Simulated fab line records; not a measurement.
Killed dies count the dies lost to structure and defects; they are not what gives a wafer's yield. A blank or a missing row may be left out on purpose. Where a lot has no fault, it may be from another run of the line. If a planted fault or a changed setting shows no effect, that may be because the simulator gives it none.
Chamber matching | flow n5-finfet | rie-diel-03 running N5_SD_EPI_P_ETCH_16: 4 sister chambers
The step etches SiO2 in CHF3/O2, target depth 5 nm. 18 wafers are shown with their chamber, then 9 later ones without.

== EACH WAFER AND ITS CHAMBER ==
wafer  | chamber | showerhead-plenum-p-Torr (Torr) | rf-vpp-V (V) | throttle-valve-pct (%)
L074.2 | 2       | 2.42                            | 531          | 18.82
L074.3 | 1       | 2.40                            | 515          | 19.07
L074.5 | 1       | 2.40                            | 513          | 19.06
L075.1 | 2       | 2.42                            | 534          | 18.85
L075.3 | 0       | 2.50                            | 508          | 18.61
L075.5 | 0       | 2.50                            | 508          | 18.63
L080.1 | 3       | 2.56                            | 528          | 18.62
L080.3 | 2       | 2.41                            | 533          | 18.84
L080.5 | 2       | 2.41                            | 534          | 18.84
L081.2 | 2       | 2.41                            | 534          | 18.83
L081.3 | 1       | 2.39                            | 513          | 19.10
L081.5 | 3       | 2.56                            | 528          | 18.65
L085.3 | 1       | 2.39                            | 514          | 19.10
L085.4 | 3       | 2.56                            | 526          | 18.64
L085.6 | 3       | 2.56                            | 527          | 18.64
L086.1 | 2       | 2.41                            | 531          | 18.87
L086.3 | 3       | 2.56                            | 527          | 18.64
L086.4 | 0       | 2.50                            | 508          | 18.65

SIGNATURES, as means of the wafers listed above
reading                  | chamber 0 | chamber 1 | chamber 2 | chamber 3 | scatter within a chamber
showerhead-plenum-p-Torr | 2.5000    | 2.3950    | 2.4133    | 2.5600    | 0.00408
rf-vpp-V                 | 508.00    | 513.75    | 532.83    | 527.20    | 1.08
throttle-valve-pct       | 18.6300   | 19.0825   | 18.8417   | 18.6380   | 0.017
Rule: a wafer lies at a distance from a chamber equal to the root of the sum of squares, over the readings, of (its reading less the chamber's mean, divided by the reading's scatter). If the next closest chamber is less than 2 further off than the closest, the wafer can't be placed; otherwise it belongs to the closest. The scatter is the square root of a quotient: the sum, over the shown wafers, of each reading's squared deviation from its chamber's mean, divided by wafers minus chambers.

== WAFERS WITHOUT THEIR CHAMBER ==
wafer  | showerhead-plenum-p-Torr (Torr) | rf-vpp-V (V) | throttle-valve-pct (%)
L089.4 | 2.39                            | 514          | 19.12
L089.5 | 2.39                            | 513          | 19.11
L089.6 | 2.49                            | 509          | 18.69
L092.2 | 2.49                            | 508          | 18.69
L092.5 | 2.39                            | 514          | 19.14
L092.6 | 2.49                            | 507          | 18.69
L096.1 | 2.49                            | 508          | 18.70
L096.3 | 2.40                            | 532          | 18.88
L096.4 | 2.38                            | 512          | 19.12

== EACH ONE'S CHAMBER ==
wafer  | from the rows above | in truth
L089.4 | 1                   | 1
L089.5 | 1                   | 1
L089.6 | 0                   | 0
L092.2 | 0                   | 0
L092.5 | 1                   | 1
L092.6 | 0                   | 0
L096.1 | 0                   | 0
L096.3 | 2                   | 2
L096.4 | 1                   | 1
Correctly placed: 9 of 9. Can't be placed from these rows: 0. 0 placed wrongly.
